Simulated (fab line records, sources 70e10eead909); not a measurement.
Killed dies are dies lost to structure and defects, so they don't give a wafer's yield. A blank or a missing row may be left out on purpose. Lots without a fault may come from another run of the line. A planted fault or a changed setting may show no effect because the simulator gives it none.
Chamber matching | flow nand_harc | NHARC_P_GATE_DESCUM_13 on rie_diel-07: 4 sister chambers
The step chemistry O2, time 3 s. 4 wafers are shown with their chamber, then 10 later ones without.

WAFERS WITH THEIR CHAMBER
wafer  | chamber | drypump_motor_current_A (A)
L088.6 | 0       | 6.3
L089.4 | 1       | 5.5
L090.4 | 2       | 5.4
L090.5 | 3       | 6.0

WAFERS WITHOUT THEIR CHAMBER
wafer  | drypump_motor_current_A (A)
L090.6 | 6.3
L092.2 | 6.3
L092.4 | 5.4
L092.6 | 6.0
L093.1 | 6.3
L093.5 | 5.4
L093.6 | 6.2
L094.2 | 5.4
L094.5 | 6.2
L094.6 | 5.4

WHICH CHAMBER EACH WENT THROUGH
wafer  | from the rows above | in truth
L090.6 | 0                   | 0
L092.2 | 0                   | 0
L092.4 | 2                   | 2
L092.6 | 3                   | 3
L093.1 | 0                   | 0
L093.5 | 2                   | 2
L093.6 | 0                   | 0
L094.2 | 2                   | 2
L094.5 | 0                   | 0
L094.6 | 2                   | 2
Placed correctly: 10 of 10. Can't be placed from these rows: 0. Placed wrongly: 0.
How it was worked out, from the rows above alone: a wafer's distance from a chamber is the root of the sum, over the readings, of the square of ((its reading less the chamber's mean) divided by the reading's scatter). The wafer belongs to the nearest chamber; if the next one is less than 2 further off, it can't be placed. A chamber's mean is the mean of its shown wafers. The scatter: with one shown wafer a chamber, the root of the mean of the squares of how far each hidden wafer lies from its nearest shown one.
